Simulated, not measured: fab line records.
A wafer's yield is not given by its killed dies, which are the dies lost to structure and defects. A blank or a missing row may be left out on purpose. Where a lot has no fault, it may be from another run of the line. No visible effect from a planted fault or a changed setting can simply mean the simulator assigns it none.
Chamber matching    flow n5 finfet    4 sister chambers for N5_BEOL_M7_DESCUM_16 on rie diel-04
The step chemistry O2, time 7.9 s. 4 wafers are shown with their chamber, then 7 later ones without.

== WAFERS WITH THEIR CHAMBER ==
wafer   chamber  showerhead plenum p Torr (Torr)
L077.4  3        2.05
L078.4  1        2.19
L083.2  0        2.19
L083.5  2        2.13

== WAFERS WITH NO CHAMBER GIVEN ==
wafer   showerhead plenum p Torr (Torr)
L083.6  2.18
L084.1  2.13
L084.3  2.19
L084.5  2.18
L096.1  2.12
L096.3  2.17
L096.4  2.04

== EACH ONE'S CHAMBER ==
wafer   from the rows above           in truth
L083.6  can't be placed: 0 or 1       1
L084.1  2                             2
L084.3  can't be placed: 0 or 1       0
L084.5  can't be placed: 0 or 1       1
L096.1  2                             2
L096.3  can't be placed: 0 or 1 or 2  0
L096.4  3                             3
Placed correctly: 3 of 7. From these rows, 4 cannot be placed; in 4 the true chamber is one of the candidates. Placed wrongly: 0.
How it was worked out, from the rows above alone: a wafer's distance from a chamber is the root of the sum, over the readings, of the square of ((its reading less the chamber's mean) divided by the reading's scatter). The wafer belongs to the nearest chamber; if the next one is less than 2 further off, it can't be placed. A chamber's mean is the mean of its shown wafers. The scatter (one wafer shown for each chamber): square how far every hidden wafer sits from the nearest shown wafer, average those squares and take the square root.
